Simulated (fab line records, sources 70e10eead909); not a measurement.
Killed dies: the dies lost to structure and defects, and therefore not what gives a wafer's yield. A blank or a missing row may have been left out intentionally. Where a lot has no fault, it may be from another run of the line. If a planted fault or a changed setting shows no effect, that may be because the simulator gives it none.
Matching of chambers / flow nandHarc / NHARC_A_STAIRCASE_STRIP_476 on rieDiel-01: 4 sister chambers
The step strips in O2, time 20 s. 8 wafers are shown with their chamber, then 12 later ones without.

WAFERS WITH THEIR CHAMBER
wafer=L082.6; chamber=1; showerheadPlenumPTorr (Torr)=3.34; drypumpMotorCurrentA (A)=5.5
wafer=L081.6; chamber=0; showerheadPlenumPTorr (Torr)=3.67; drypumpMotorCurrentA (A)=5.8
wafer=L087.1; chamber=1; showerheadPlenumPTorr (Torr)=3.33; drypumpMotorCurrentA (A)=5.4
wafer=L087.2; chamber=2; showerheadPlenumPTorr (Torr)=3.57; drypumpMotorCurrentA (A)=4.8
wafer=L087.3; chamber=0; showerheadPlenumPTorr (Torr)=3.66; drypumpMotorCurrentA (A)=5.8
wafer=L087.4; chamber=3; showerheadPlenumPTorr (Torr)=3.67; drypumpMotorCurrentA (A)=5.2
wafer=L087.5; chamber=2; showerheadPlenumPTorr (Torr)=3.57; drypumpMotorCurrentA (A)=4.9
wafer=L087.6; chamber=3; showerheadPlenumPTorr (Torr)=3.67; drypumpMotorCurrentA (A)=5.1

WAFERS WITH NO CHAMBER GIVEN
wafer=L088.3; showerheadPlenumPTorr (Torr)=3.66; drypumpMotorCurrentA (A)=5.8
wafer=L088.4; showerheadPlenumPTorr (Torr)=3.57; drypumpMotorCurrentA (A)=4.8
wafer=L088.5; showerheadPlenumPTorr (Torr)=3.57; drypumpMotorCurrentA (A)=4.8
wafer=L085.1; showerheadPlenumPTorr (Torr)=3.67; drypumpMotorCurrentA (A)=5.2
wafer=L085.3; showerheadPlenumPTorr (Torr)=3.33; drypumpMotorCurrentA (A)=5.5
wafer=L085.6; showerheadPlenumPTorr (Torr)=3.66; drypumpMotorCurrentA (A)=5.8
wafer=L090.1; showerheadPlenumPTorr (Torr)=3.66; drypumpMotorCurrentA (A)=5.8
wafer=L090.3; showerheadPlenumPTorr (Torr)=3.67; drypumpMotorCurrentA (A)=5.2
wafer=L090.6; showerheadPlenumPTorr (Torr)=3.33; drypumpMotorCurrentA (A)=5.5
wafer=L092.2; showerheadPlenumPTorr (Torr)=3.66; drypumpMotorCurrentA (A)=5.8
wafer=L092.3; showerheadPlenumPTorr (Torr)=3.67; drypumpMotorCurrentA (A)=5.2
wafer=L092.6; showerheadPlenumPTorr (Torr)=3.56; drypumpMotorCurrentA (A)=4.8

CHAMBER TAKEN BY EACH
wafer=L088.3; from the rows above=0; in truth=0
wafer=L088.4; from the rows above=2; in truth=2
wafer=L088.5; from the rows above=2; in truth=2
wafer=L085.1; from the rows above=3; in truth=3
wafer=L085.3; from the rows above=1; in truth=1
wafer=L085.6; from the rows above=0; in truth=0
wafer=L090.1; from the rows above=0; in truth=0
wafer=L090.3; from the rows above=3; in truth=3
wafer=L090.6; from the rows above=1; in truth=1
wafer=L092.2; from the rows above=0; in truth=0
wafer=L092.3; from the rows above=3; in truth=3
wafer=L092.6; from the rows above=2; in truth=2
12 of 12 placed correctly. Not placeable from these rows: 0. Placed wrongly: 0.
How it was worked out, from the rows above alone: a wafer's distance from a chamber is the root of the sum, over the readings, of the square of ((its reading less the chamber's mean) divided by the reading's scatter). If the next closest chamber is less than 2 further off than the closest, the wafer can't be placed; otherwise it belongs to the closest. Each chamber's mean is taken over the wafers shown for it. The scatter is the square root of a quotient: the sum, over the shown wafers, of each reading's squared deviation from its chamber's mean, divided by wafers minus chambers.
